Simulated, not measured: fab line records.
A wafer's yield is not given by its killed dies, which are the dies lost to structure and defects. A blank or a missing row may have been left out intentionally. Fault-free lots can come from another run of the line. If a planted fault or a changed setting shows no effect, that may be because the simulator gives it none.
fab line records | flow nand_harc | part 1 of 2: steps 1 to 37 of 51
record lots=5 | wafers=15 | last_day=32
route steps=1302 shown P_ZERO_WELL@27 P_STI@69
lots that met no fault: taken from a fault-free run of the same line
start_h: hours from the record's opening day to when the first of the lot's shown wafers began | wait_h: hours elapsed since this lot's preceding step | " the same as in the row above | L1.1+2: several wafers, shown together as one row | - no value, or no start given | * or withheld: withheld | < > ~ a bound
route shown NAME@n: NAME is a module with steps in the file, n the number in the route of the first one | usual: mean and standard deviation over wafers with no fault | same: alike in all rows | chamber/n: place in a boat | sites: the reading at each site | _std_site: how widely they spread, as a standard deviation | _edge_site: the outer-site mean with the inner-site mean subtracted | radius_mm: for every site, how far away it sits from the centre of the wafer | mask NAME#n: copy n | behind: the most recent tool/chamber to have shaped the wafer | hold: the reason the lot was held/the length of the hold in hours/how it ended | device: whichever transistor did not switch (one of n, p or np) | end of line: tests of these same wafers at the route's end | a step given without rows: its recipe and nothing more | killed: dies that structure and defects cost at the first sort, which is not the same as the wafer's yield | map: per-die view of a wafer (x killed, . not killed, _ where there is no die)
set.NAME: the setting as run; set.NAME@STEP: as run at that earlier step | model.NAME: the simulator's own value behind a step, which no gauge read
lots at some steps of the route; a table a step, a row a wafer
services: from which hour (start_h, from the record's first day; less than 0 if before it) a tool's chamber was out of use, for how many hours, and why
## steps
# step NHARC_P_ZERO_WELL_PEB_22
# recipe peb_temp_c=118 | peb_time_s=85
lot.wafer  | tool           | chamber | start_h | wait_h
L075.1+2+4 | litho_track-05 | 0       | 32.37   | 0.1
L076.4+5+6 | litho_track-05 | 0       | 42.49   | 0.0
L077.1+4+5 | litho_track-03 | 0       | 52.38   | 0.1
L091.2+3+4 | litho_track-02 | 0       | 192.26  | 0.1
L094.2+5+6 | litho_track-02 | 0       | 222.79  | 0.1
# step NHARC_P_ZERO_WELL_DEVELOP_23
# recipe time_s=70
lot.wafer  | tool           | chamber | start_h | wait_h
L075.1+2+4 | litho_track-05 | 0       | -       | -
L076.4+5+6 | litho_track-05 | 0       | -       | -
L077.1+4+5 | litho_track-03 | 0       | -       | -
L091.2+3+4 | litho_track-02 | 0       | -       | -
L094.2+5+6 | litho_track-02 | 0       | -       | -
# step NHARC_P_ZERO_WELL_CD_MEAS_24
# recipe target_cd_nm=720 | landing_energy_ev=500
# usual cd_nm=718.9/1.5
lot.wafer | tool      | chamber | start_h | wait_h | cd_nm
L075.1    | cd_sem-01 | 0       | 32.46   | -      | 716.3
L075.2    | "         | 0       | "       | "      | 718.6
L075.4    | "         | 0       | "       | "      | 718.2
L076.4    | cd_sem-02 | 0       | 42.58   | -      | 721.0
L076.5    | "         | 0       | "       | "      | 721.6
L076.6    | "         | 0       | "       | "      | 720.7
L077.1    | cd_sem-01 | 0       | 52.47   | -      | 719.0
L077.4    | "         | 0       | "       | "      | 720.0
L077.5    | "         | 0       | "       | "      | 718.2
L091.2    | cd_sem-02 | 0       | 192.35  | -      | 721.5
L091.3    | "         | 0       | "       | "      | 719.3
L091.4    | "         | 0       | "       | "      | 720.4
L094.2    | cd_sem-03 | 0       | 222.88  | -      | 717.8
L094.5    | "         | 0       | "       | "      | 718.9
L094.6    | "         | 0       | "       | "      | 720.7
# step NHARC_P_ZERO_WELL_HARDBAKE_25
# recipe temp_c=125 | time_s=80
lot.wafer  | tool           | chamber | start_h | wait_h
L075.1+2+4 | litho_track-02 | 0       | 32.54   | -
L076.4+5+6 | litho_track-03 | 0       | 42.66   | -
L077.1+4+5 | litho_track-03 | 0       | 52.55   | -
L091.2+3+4 | litho_track-03 | 0       | 192.43  | -
L094.2+5+6 | litho_track-02 | 0       | 222.96  | -
# step NHARC_P_ZERO_WELL_DESCUM_26
# recipe time_s=3 | o2_flow_sccm=200 | ar_flow_sccm=0 | bias_power_w=0 | chemistry=O2
# usual chamber_pressure_mTorr=60.00/0.059 | drypump_motor_current_A=5.9/0.56 | mfc_ar_sccm=0.010/0.0075 | oes_product_au=1.000/0.0092 | rf_vpp_V=57.5/0.87 | showerhead_plenum_p_Torr=1.88/0.078 | throttle_valve_pct=11.312/0.0097
lot.wafer | tool        | chamber | start_h | wait_h | chamber_pressure_mTorr | drypump_motor_current_A | mfc_ar_sccm | oes_product_au | rf_hours_counter_h | rf_vpp_V | showerhead_plenum_p_Torr | throttle_valve_pct
L075.4    | rie_diel-13 | 2       | 32.62   | -      | 60.00                  | 6.0                     | 0.016       | 1.017          | 18                 | 55.6     | 1.79                     | 11.324
L075.2    | "           | 3       | "       | "      | 59.96                  | 5.8                     | 0.013       | 0.997          | 12                 | 58.7     | 1.97                     | 11.322
L075.1    | "           | 1       | "       | "      | 59.98                  | 6.6                     | 0           | 1.004          | 17                 | 57.9     | 1.82                     | 11.311
L076.4    | rie_diel-08 | 3       | 42.74   | -      | 60.11                  | 6.3                     | 0           | 1.002          | 8                  | 57.1     | 1.78                     | 11.311
L076.6    | "           | 3       | "       | "      | 60.02                  | 6.3                     | 0           | 0.998          | -                  | 57.4     | 1.78                     | 11.280
L076.5    | "           | 0       | "       | "      | 60.13                  | 4.9                     | 0.011       | 0.994          | -                  | 57.8     | 1.79                     | 11.307
L077.1    | rie_diel-11 | 2       | 52.64   | -      | 60.09                  | 6.6                     | 0.004       | 0.987          | 44                 | 56.0     | 1.92                     | 11.319
L077.4    | "           | 3       | "       | "      | 60.00                  | 6.1                     | 0           | 0.984          | 48                 | 58.5     | 1.98                     | 11.323
L077.5    | "           | 2       | "       | "      | 59.99                  | 6.6                     | 0.004       | 0.999          | -                  | 57.4     | 1.92                     | 11.318
L091.3    | rie_diel-13 | 3       | 192.53  | -      | 59.95                  | 5.8                     | 0.013       | 0.996          | 3                  | 58.3     | 1.96                     | 11.301
L091.2    | "           | 1       | "       | "      | 60.00                  | 6.7                     | 0           | 0.998          | 1                  | 56.9     | 1.81                     | 11.315
L091.4    | "           | 2       | "       | "      | 60.02                  | 6.0                     | 0.016       | 1.007          | 3                  | 56.8     | 1.78                     | 11.315
L094.2    | rie_diel-08 | 2       | 223.30  | -      | 60.02                  | 5.5                     | 0           | 0.985          | 10                 | 58.9     | 1.95                     | 11.295
L094.5    | "           | 2       | "       | "      | 60.01                  | 5.5                     | 0           | 1.008          | -                  | 57.4     | 1.95                     | 11.316
L094.6    | "           | 3       | "       | "      | 59.87                  | 6.3                     | 0           | 0.995          | -                  | 58.6     | 2.07                     | 11.311
# step NHARC_P_ZERO_WELL_IMPLANT_27
# recipe energy_kev=600 | dose_cm2=1e+13 | tilt_deg=7
lot.wafer  | tool         | chamber | start_h | wait_h
L075.1+2+4 | implanter-01 | 0       | 32.77   | 0.1
L076.4+5+6 | implanter-02 | 0       | 42.97   | 0.2
L077.1+4+5 | implanter-02 | 0       | 52.77   | 0.1
L091.2+3+4 | implanter-01 | 0       | 192.71  | 0.1
L094.2+5+6 | implanter-01 | 0       | 223.48  | 0.2
# step NHARC_P_ZERO_WELL_IMPLANT_57
# recipe energy_kev=250 | dose_cm2=4e+12 | tilt_deg=7
lot.wafer  | tool         | chamber | start_h | wait_h
L075.1+2+4 | implanter-01 | 0       | 32.95   | 0.2
L076.4+5+6 | implanter-02 | 0       | 43.15   | 0.1
L077.1+4+5 | implanter-02 | 0       | 52.95   | 0.2
L091.2+3+4 | implanter-01 | 0       | 192.89  | 0.1
L094.2+5+6 | implanter-01 | 0       | 223.65  | 0.1
# step NHARC_P_ZERO_WELL_IMPLANT_58
# recipe energy_kev=100 | dose_cm2=2e+12 | tilt_deg=7
lot.wafer  | tool         | chamber | start_h | wait_h
L075.1+2+4 | implanter-01 | 0       | 33.13   | 0.2
L076.4+5+6 | implanter-02 | 0       | 43.34   | 0.2
L077.1+4+5 | implanter-02 | 0       | 53.13   | 0.1
L091.2+3+4 | implanter-01 | 0       | 193.07  | 0.1
L094.2+5+6 | implanter-01 | 0       | 223.83  | 0.1
# step NHARC_P_ZERO_WELL_STRIP_28
# recipe time_s=840 | temp_c=130 | chemistry=SPM
# usual bath_heat_duty_pct=15.3/1.7
lot.wafer | tool         | chamber | start_h | wait_h | bath_heat_duty_pct
L075.2    | wet_bench-05 | 7       | 33.37   | 0.2    | 15.7
L075.1    | "            | 1       | "       | "      | 12.9
L075.4    | "            | 4       | "       | "      | 14.3
L076.4    | wet_bench-09 | 1       | 43.46   | 0.1    | 12.3
L076.5    | "            | 2       | "       | "      | 16.7
L076.6    | "            | 6       | "       | "      | 13.6
L077.5    | wet_bench-05 | 7       | 53.35   | 0.1    | 15.4
L077.1    | "            | 3       | "       | "      | 17.8
L077.4    | "            | 4       | "       | "      | 14.5
L091.2    | wet_bench-09 | 3       | 193.25  | 0.2    | 18.1
L091.3    | "            | 4       | "       | "      | 15.4
L091.4    | "            | 0       | "       | "      | 15.3
L094.2    | wet_bench-07 | 7       | 224.02  | 0.2    | 17.3
L094.5    | "            | 2       | "       | "      | 15.7
L094.6    | "            | 3       | "       | "      | 14.0
# step NHARC_P_ZERO_WELL_DEHYDRATE_29
# recipe temp_c=150 | time_s=120
lot.wafer  | tool           | chamber | start_h | wait_h
L075.1+2+4 | litho_track-03 | 0       | 33.70   | -
L076.4+5+6 | litho_track-05 | 0       | 43.79   | -
L077.1+4+5 | litho_track-03 | 0       | 53.68   | -
L091.2+3+4 | litho_track-02 | 0       | 193.59  | -
L094.2+5+6 | litho_track-03 | 0       | 224.35  | -
# step NHARC_P_ZERO_WELL_HMDS_30
# recipe time_s=30
lot.wafer  | tool           | chamber | start_h | wait_h
L075.1+2+4 | litho_track-03 | 0       | -       | -
L076.4+5+6 | litho_track-05 | 0       | -       | -
L077.1+4+5 | litho_track-03 | 0       | -       | -
L091.2+3+4 | litho_track-02 | 0       | -       | -
L094.2+5+6 | litho_track-03 | 0       | -       | -
# step NHARC_P_ZERO_WELL_COAT_31
# recipe spin_rpm=withheld
lot.wafer  | tool           | chamber | start_h | wait_h
L075.1+2+4 | litho_track-03 | 0       | -       | -
L076.4+5+6 | litho_track-05 | 0       | -       | -
L077.1+4+5 | litho_track-03 | 0       | -       | -
L091.2+3+4 | litho_track-02 | 0       | -       | -
L094.2+5+6 | litho_track-03 | 0       | -       | -
# step NHARC_P_ZERO_WELL_SOFTBAKE_32
# recipe temp_c=122 | time_s=95
lot.wafer  | tool           | chamber | start_h | wait_h
L075.1+2+4 | litho_track-03 | 0       | -       | -
L076.4+5+6 | litho_track-05 | 0       | -       | -
L077.1+4+5 | litho_track-03 | 0       | -       | -
L091.2+3+4 | litho_track-02 | 0       | -       | -
L094.2+5+6 | litho_track-03 | 0       | -       | -
# step NHARC_P_ZERO_WELL_EBR_33
lot.wafer  | tool           | chamber | start_h | wait_h
L075.1+2+4 | litho_track-03 | 0       | -       | -
L076.4+5+6 | litho_track-05 | 0       | -       | -
L077.1+4+5 | litho_track-03 | 0       | -       | -
L091.2+3+4 | litho_track-02 | 0       | -       | -
L094.2+5+6 | litho_track-03 | 0       | -       | -
# step NHARC_P_ZERO_WELL_EXPOSE_34
# recipe na=0.6 | target_cd_nm=720 | dose_mj=22.31 | mask_id=P_PWELL
lot.wafer  | tool           | chamber | start_h | wait_h | mask
L075.1+2+4 | krf_scanner-01 | 0       | 33.97   | -      | P_PWELL#0
L076.4+5+6 | krf_scanner-02 | 0       | 44.08   | -      | P_PWELL#0
L077.1+4+5 | krf_scanner-02 | 0       | 53.82   | -      | P_PWELL#0
L091.2+3+4 | krf_scanner-01 | 0       | 193.74  | -      | P_PWELL#0
L094.2+5+6 | krf_scanner-02 | 0       | 224.62  | -      | P_PWELL#0
# step NHARC_P_ZERO_WELL_PEB_35
# recipe peb_temp_c=118 | peb_time_s=85
lot.wafer  | tool           | chamber | start_h | wait_h
L075.1+2+4 | litho_track-03 | 0       | 34.03   | 0.1
L076.4+5+6 | litho_track-03 | 0       | 44.13   | 0.0
L077.1+4+5 | litho_track-03 | 0       | 53.89   | 0.1
L091.2+3+4 | litho_track-05 | 0       | 193.80  | 0.1
L094.2+5+6 | litho_track-02 | 0       | 224.68  | 0.1
# step NHARC_P_ZERO_WELL_DEVELOP_36
# recipe time_s=70
lot.wafer  | tool           | chamber | start_h | wait_h
L075.1+2+4 | litho_track-03 | 0       | -       | -
L076.4+5+6 | litho_track-03 | 0       | -       | -
L077.1+4+5 | litho_track-03 | 0       | -       | -
L091.2+3+4 | litho_track-05 | 0       | -       | -
L094.2+5+6 | litho_track-02 | 0       | -       | -
# step NHARC_P_ZERO_WELL_CD_MEAS_37
# recipe target_cd_nm=720 | landing_energy_ev=500
# usual cd_nm=720.1/1.5
lot.wafer | tool      | chamber | start_h | wait_h | cd_nm
L075.1    | cd_sem-02 | 0       | 34.12   | -      | 719.2
L075.2    | "         | 0       | "       | "      | 722.0
L075.4    | "         | 0       | "       | "      | 720.3
L076.4    | cd_sem-01 | 0       | 44.23   | -      | 718.8
L076.5    | "         | 0       | "       | "      | 718.9
L076.6    | "         | 0       | "       | "      | 721.1
L077.1    | cd_sem-01 | 0       | 53.98   | -      | 721.2
L077.4    | "         | 0       | "       | "      | 720.4
L077.5    | "         | 0       | "       | "      | 720.6
L091.2    | cd_sem-03 | 0       | 193.89  | -      | 724.1
L091.3    | "         | 0       | "       | "      | 719.5
L091.4    | "         | 0       | "       | "      | 718.9
L094.2    | cd_sem-01 | 0       | 224.78  | -      | 720.4
L094.5    | "         | 0       | "       | "      | 720.7
L094.6    | "         | 0       | "       | "      | 719.8
# step NHARC_P_ZERO_WELL_HARDBAKE_38
# recipe temp_c=125 | time_s=80
lot.wafer  | tool           | chamber | start_h | wait_h
L075.1+2+4 | litho_track-02 | 0       | 34.20   | -
L076.4+5+6 | litho_track-02 | 0       | 44.31   | -
L077.1+4+5 | litho_track-03 | 0       | 54.06   | -
L091.2+3+4 | litho_track-03 | 0       | 193.97  | -
L094.2+5+6 | litho_track-03 | 0       | 224.86  | -
# step NHARC_P_ZERO_WELL_DESCUM_39
# recipe time_s=3 | o2_flow_sccm=200 | ar_flow_sccm=0 | bias_power_w=0 | chemistry=O2
# usual chamber_pressure_mTorr=60.00/0.055 | drypump_motor_current_A=6.0/0.53 | mfc_ar_sccm=0.005/0.0063 | oes_product_au=0.998/0.0089 | rf_vpp_V=57.7/0.89 | showerhead_plenum_p_Torr=1.89/0.079 | throttle_valve_pct=11.310/0.0095
lot.wafer | tool        | chamber | start_h | wait_h | chamber_pressure_mTorr | drypump_motor_current_A | mfc_ar_sccm | oes_product_au | rf_hours_counter_h | rf_vpp_V | showerhead_plenum_p_Torr | throttle_valve_pct
L075.4    | rie_diel-11 | 2       | 34.30   | -      | 60.11                  | 6.6                     | 0.004       | 1.005          | 38                 | 57.6     | 1.92                     | 11.312
L075.1    | "           | 3       | "       | "      | 60.03                  | 6.1                     | 0           | 0.990          | 42                 | 57.6     | 1.98                     | 11.314
L075.2    | "           | 0       | "       | "      | 60.05                  | 6.2                     | 0.007       | 0.979          | 45                 | 57.9     | 1.83                     | 11.311
L076.4    | rie_diel-11 | 1       | 44.40   | -      | 60.05                  | 6.2                     | 0           | 0.996          | 46                 | 57.1     | 1.90                     | 11.315
L076.6    | "           | 0       | "       | "      | 60.09                  | 6.2                     | 0.007       | 0.989          | -                  | 57.1     | 1.83                     | 11.312
L076.5    | "           | 1       | "       | "      | 59.92                  | 6.1                     | 0           | 1.003          | -                  | 57.8     | 1.90                     | 11.300
L077.4    | rie_diel-11 | 0       | 54.17   | -      | 60.02                  | 6.2                     | 0.007       | 1.003          | 50                 | 58.6     | 1.83                     | 11.309
L077.1    | "           | 1       | "       | "      | 59.97                  | 6.2                     | 0           | 1.012          | 48                 | 59.0     | 1.90                     | 11.308
L077.5    | "           | 3       | "       | "      | 59.95                  | 6.1                     | 0           | 1.000          | -                  | 57.4     | 1.98                     | 11.322
L091.2    | rie_diel-11 | 2       | 194.06  | -      | 60.03                  | 6.6                     | 0.004       | 1.003          | 36                 | 58.6     | 1.91                     | 11.332
L091.4    | "           | 3       | "       | "      | 59.97                  | 6.1                     | 0           | 0.989          | 41                 | 57.3     | 1.96                     | 11.313
L091.3    | "           | 0       | "       | "      | 59.99                  | 6.2                     | 0.007       | 1.005          | 38                 | 56.5     | 1.81                     | 11.323
L094.2    | rie_diel-13 | 1       | 224.95  | -      | 60.08                  | 6.7                     | 0           | 1.004          | 9                  | 59.8     | 1.81                     | 11.321
L094.5    | "           | 0       | "       | "      | 59.98                  | 5.1                     | 0.019       | 0.999          | -                  | 58.4     | 1.92                     | 11.310
L094.6    | "           | 1       | "       | "      | 60.01                  | 6.7                     | 0           | 1.002          | -                  | 57.6     | 1.81                     | 11.313
# step NHARC_P_ZERO_WELL_IMPLANT_40
# recipe energy_kev=300 | dose_cm2=1e+13 | tilt_deg=7
lot.wafer  | tool         | chamber | start_h | wait_h
L075.1+2+4 | implanter-01 | 0       | 34.43   | 0.1
L076.4+5+6 | implanter-01 | 0       | 44.62   | 0.2
L077.1+4+5 | implanter-02 | 0       | 54.29   | 0.1
L091.2+3+4 | implanter-02 | 0       | 194.22  | 0.2
L094.2+5+6 | implanter-01 | 0       | 225.11  | 0.2
# step NHARC_P_ZERO_WELL_IMPLANT_59
# recipe energy_kev=120 | dose_cm2=5e+12 | tilt_deg=7
lot.wafer  | tool         | chamber | start_h | wait_h
L075.1+2+4 | implanter-01 | 0       | 34.61   | 0.2
L076.4+5+6 | implanter-01 | 0       | 44.80   | 0.1
L077.1+4+5 | implanter-02 | 0       | 54.47   | 0.1
L091.2+3+4 | implanter-02 | 0       | 194.40  | 0.2
L094.2+5+6 | implanter-01 | 0       | 225.29  | 0.1
# step NHARC_P_ZERO_WELL_IMPLANT_60
# recipe energy_kev=30 | dose_cm2=2e+12 | tilt_deg=7
lot.wafer  | tool         | chamber | start_h | wait_h
L075.1+2+4 | implanter-01 | 0       | 34.79   | 0.1
L076.4+5+6 | implanter-01 | 0       | 44.98   | 0.1
L077.1+4+5 | implanter-02 | 0       | 54.65   | 0.2
L091.2+3+4 | implanter-02 | 0       | 194.58  | 0.2
L094.2+5+6 | implanter-01 | 0       | 225.47  | 0.2
# step NHARC_P_ZERO_WELL_STRIP_41
# recipe time_s=840 | temp_c=130 | chemistry=SPM
# usual bath_heat_duty_pct=14.8/1.9
lot.wafer | tool         | chamber | start_h | wait_h | bath_heat_duty_pct
L075.4    | wet_bench-09 | 4       | 35.00   | 0.1    | 13.4
L075.1    | "            | 0       | "       | "      | 15.2
L075.2    | "            | 1       | "       | "      | 12.2
L076.5    | wet_bench-05 | 1       | 45.11   | 0.1    | 13.4
L076.6    | "            | 2       | "       | "      | 15.1
L076.4    | "            | 5       | "       | "      | 12.8
L077.5    | wet_bench-05 | 1       | 54.86   | 0.1    | 12.3
L077.1    | "            | 3       | "       | "      | 17.1
L077.4    | "            | 5       | "       | "      | 12.3
L091.2    | wet_bench-05 | 0       | 194.78  | 0.2    | 13.6
L091.4    | "            | 1       | "       | "      | 12.8
L091.3    | "            | 3       | "       | "      | 18.3
L094.2    | wet_bench-09 | 5       | 225.65  | 0.2    | 14.1
L094.5    | "            | 6       | "       | "      | 13.8
L094.6    | "            | 2       | "       | "      | 17.2
# step NHARC_P_ZERO_WELL_DEHYDRATE_44
# recipe temp_c=150 | time_s=120
lot.wafer  | tool           | chamber | start_h | wait_h
L075.1+2+4 | litho_track-02 | 0       | 35.34   | -
L076.4+5+6 | litho_track-05 | 0       | 45.44   | -
L077.1+4+5 | litho_track-05 | 0       | 55.19   | -
L091.2+3+4 | litho_track-02 | 0       | 195.10  | -
L094.2+5+6 | litho_track-05 | 0       | 225.98  | -
# step NHARC_P_ZERO_WELL_HMDS_45
# recipe time_s=30
lot.wafer  | tool           | chamber | start_h | wait_h
L075.1+2+4 | litho_track-02 | 0       | -       | -
L076.4+5+6 | litho_track-05 | 0       | -       | -
L077.1+4+5 | litho_track-05 | 0       | -       | -
L091.2+3+4 | litho_track-02 | 0       | -       | -
L094.2+5+6 | litho_track-05 | 0       | -       | -
# step NHARC_P_ZERO_WELL_COAT_46
# recipe spin_rpm=withheld
lot.wafer  | tool           | chamber | start_h | wait_h
L075.1+2+4 | litho_track-02 | 0       | -       | -
L076.4+5+6 | litho_track-05 | 0       | -       | -
L077.1+4+5 | litho_track-05 | 0       | -       | -
L091.2+3+4 | litho_track-02 | 0       | -       | -
L094.2+5+6 | litho_track-05 | 0       | -       | -
# step NHARC_P_ZERO_WELL_SOFTBAKE_47
# recipe temp_c=122 | time_s=95
lot.wafer  | tool           | chamber | start_h | wait_h
L075.1+2+4 | litho_track-02 | 0       | -       | -
L076.4+5+6 | litho_track-05 | 0       | -       | -
L077.1+4+5 | litho_track-05 | 0       | -       | -
L091.2+3+4 | litho_track-02 | 0       | -       | -
L094.2+5+6 | litho_track-05 | 0       | -       | -
# step NHARC_P_ZERO_WELL_EBR_48
lot.wafer  | tool           | chamber | start_h | wait_h
L075.1+2+4 | litho_track-02 | 0       | -       | -
L076.4+5+6 | litho_track-05 | 0       | -       | -
L077.1+4+5 | litho_track-05 | 0       | -       | -
L091.2+3+4 | litho_track-02 | 0       | -       | -
L094.2+5+6 | litho_track-05 | 0       | -       | -
# step NHARC_P_ZERO_WELL_EXPOSE_49
# recipe na=0.6 | target_cd_nm=2000 | dose_mj=22.64 | mask_id=P_HVPW
lot.wafer  | tool           | chamber | start_h | wait_h | mask
L075.1+2+4 | krf_scanner-01 | 0       | 35.48   | -      | P_HVPW#0
L076.4+5+6 | krf_scanner-01 | 0       | 45.60   | -      | P_HVPW#0
L077.1+4+5 | krf_scanner-01 | 0       | 55.34   | -      | P_HVPW#0
L091.2+3+4 | krf_scanner-01 | 0       | 195.25  | -      | P_HVPW#0
L094.2+5+6 | krf_scanner-02 | 0       | 226.13  | -      | P_HVPW#0
# step NHARC_P_ZERO_WELL_PEB_50
# recipe peb_temp_c=118 | peb_time_s=85
lot.wafer  | tool           | chamber | start_h | wait_h
L075.1+2+4 | litho_track-05 | 0       | 35.55   | 0.1
L076.4+5+6 | litho_track-03 | 0       | 45.65   | 0.0
L077.1+4+5 | litho_track-05 | 0       | 55.40   | 0.1
L091.2+3+4 | litho_track-02 | 0       | 195.31  | 0.1
L094.2+5+6 | litho_track-02 | 0       | 226.19  | 0.1
# step NHARC_P_ZERO_WELL_DEVELOP_51
# recipe time_s=70
lot.wafer  | tool           | chamber | start_h | wait_h
L075.1+2+4 | litho_track-05 | 0       | -       | -
L076.4+5+6 | litho_track-03 | 0       | -       | -
L077.1+4+5 | litho_track-05 | 0       | -       | -
L091.2+3+4 | litho_track-02 | 0       | -       | -
L094.2+5+6 | litho_track-02 | 0       | -       | -
# step NHARC_P_ZERO_WELL_CD_MEAS_52
# recipe target_cd_nm=2000 | landing_energy_ev=500
# usual cd_nm=2000.1/1.9
lot.wafer | tool      | chamber | start_h | wait_h | cd_nm
L075.1    | cd_sem-03 | 0       | 35.64   | -      | 1998.5
L075.2    | "         | 0       | "       | "      | 2002.4
L075.4    | "         | 0       | "       | "      | 1999.3
L076.4    | cd_sem-01 | 0       | 45.74   | -      | 1997.7
L076.5    | "         | 0       | "       | "      | 1998.1
L076.6    | "         | 0       | "       | "      | 1999.0
L077.1    | cd_sem-03 | 0       | 55.49   | -      | 1999.4
L077.4    | "         | 0       | "       | "      | 1999.1
L077.5    | "         | 0       | "       | "      | 1997.0
L091.2    | cd_sem-01 | 0       | 195.40  | -      | 1999.1
L091.3    | "         | 0       | "       | "      | 2002.0
L091.4    | "         | 0       | "       | "      | 2001.7
L094.2    | cd_sem-02 | 0       | 226.28  | -      | 1999.5
L094.5    | "         | 0       | "       | "      | 2000.6
L094.6    | "         | 0       | "       | "      | 2000.3
# step NHARC_P_ZERO_WELL_HARDBAKE_53
# recipe temp_c=125 | time_s=80
lot.wafer  | tool           | chamber | start_h | wait_h
L075.1+2+4 | litho_track-03 | 0       | 35.72   | -
L076.4+5+6 | litho_track-02 | 0       | 45.82   | -
L077.1+4+5 | litho_track-03 | 0       | 55.57   | -
L091.2+3+4 | litho_track-03 | 0       | 195.48  | -
L094.2+5+6 | litho_track-05 | 0       | 226.36  | -
# step NHARC_P_ZERO_WELL_DESCUM_54
# recipe time_s=3 | o2_flow_sccm=200 | ar_flow_sccm=0 | bias_power_w=0 | chemistry=O2
# usual chamber_pressure_mTorr=60.00/0.055 | drypump_motor_current_A=5.9/0.54 | mfc_ar_sccm=0.006/0.0066 | oes_product_au=1.001/0.0095 | rf_vpp_V=57.7/0.84 | showerhead_plenum_p_Torr=1.88/0.081 | throttle_valve_pct=11.313/0.01
lot.wafer | tool        | chamber | start_h | wait_h | chamber_pressure_mTorr | drypump_motor_current_A | mfc_ar_sccm | oes_product_au | rf_hours_counter_h | rf_vpp_V | showerhead_plenum_p_Torr | throttle_valve_pct
L075.2    | rie_diel-13 | 2       | 35.80   | -      | 60.05                  | 6.0                     | 0.016       | 1.009          | 18                 | 58.3     | 1.79                     | 11.320
L075.4    | "           | 0       | "       | "      | 60.04                  | 5.0                     | 0.019       | 0.988          | 12                 | 57.5     | 1.94                     | 11.313
L075.1    | "           | 1       | "       | "      | 59.94                  | 6.7                     | 0           | 1.010          | 18                 | 57.6     | 1.83                     | 11.318
L076.4    | rie_diel-11 | 2       | 45.90   | -      | 59.99                  | 6.6                     | 0.004       | 0.996          | 42                 | 56.7     | 1.92                     | 11.329
L076.5    | "           | 2       | "       | "      | 60.03                  | 6.6                     | 0.004       | 1.002          | -                  | 58.5     | 1.92                     | 11.308
L076.6    | "           | 3       | "       | "      | 59.88                  | 6.1                     | 0           | 1.001          | -                  | 57.5     | 1.98                     | 11.288
L077.4    | rie_diel-13 | 2       | 55.65   | -      | 59.98                  | 6.0                     | 0.016       | 1.023          | 27                 | 57.1     | 1.79                     | 11.299
L077.1    | "           | 1       | "       | "      | 60.11                  | 6.6                     | 0           | 1.002          | 18                 | 57.3     | 1.82                     | 11.304
L077.5    | "           | 3       | "       | "      | 60.00                  | 5.8                     | 0.013       | 0.990          | -                  | 58.2     | 1.97                     | 11.288
L091.4    | rie_diel-11 | 0       | 195.61  | -      | 59.90                  | 6.2                     | 0.007       | 0.991          | 39                 | 58.1     | 1.81                     | 11.320
L091.2    | "           | 2       | "       | "      | 60.03                  | 6.6                     | 0.004       | 0.985          | 37                 | 58.1     | 1.90                     | 11.316
L091.3    | "           | 3       | "       | "      | 59.92                  | 6.1                     | 0           | 0.986          | 41                 | 57.2     | 1.96                     | 11.314
L094.2    | rie_diel-08 | 2       | 226.45  | -      | 59.99                  | 5.5                     | 0           | 1.008          | 10                 | 59.2     | 1.95                     | 11.304
L094.6    | "           | 1       | "       | "      | 60.02                  | 6.5                     | 0.006       | 1.022          | -                  | 57.8     | 1.88                     | 11.325
L094.5    | "           | 2       | "       | "      | 59.97                  | 5.5                     | 0           | 1.005          | -                  | 58.6     | 1.95                     | 11.303
# step NHARC_P_ZERO_WELL_IMPLANT_55
# recipe energy_kev=180 | dose_cm2=8e+11 | tilt_deg=7
lot.wafer  | tool         | chamber | start_h | wait_h
L075.1+2+4 | implanter-02 | 0       | 35.95   | 0.1
L076.4+5+6 | implanter-02 | 0       | 46.13   | 0.2
L077.1+4+5 | implanter-02 | 0       | 55.80   | 0.1
L091.2+3+4 | implanter-01 | 0       | 195.79  | 0.1
L094.2+5+6 | implanter-01 | 0       | 226.62  | 0.2
# step NHARC_P_ZERO_WELL_IMPLANT_61
# recipe energy_kev=30 | dose_cm2=5e+11 | tilt_deg=7
lot.wafer  | tool         | chamber | start_h | wait_h
L075.1+2+4 | implanter-02 | 0       | 36.13   | 0.2
L076.4+5+6 | implanter-02 | 0       | 46.31   | 0.1
L077.1+4+5 | implanter-02 | 0       | 55.98   | 0.2
L091.2+3+4 | implanter-01 | 0       | 195.97  | 0.2
L094.2+5+6 | implanter-01 | 0       | 226.79  | 0.1
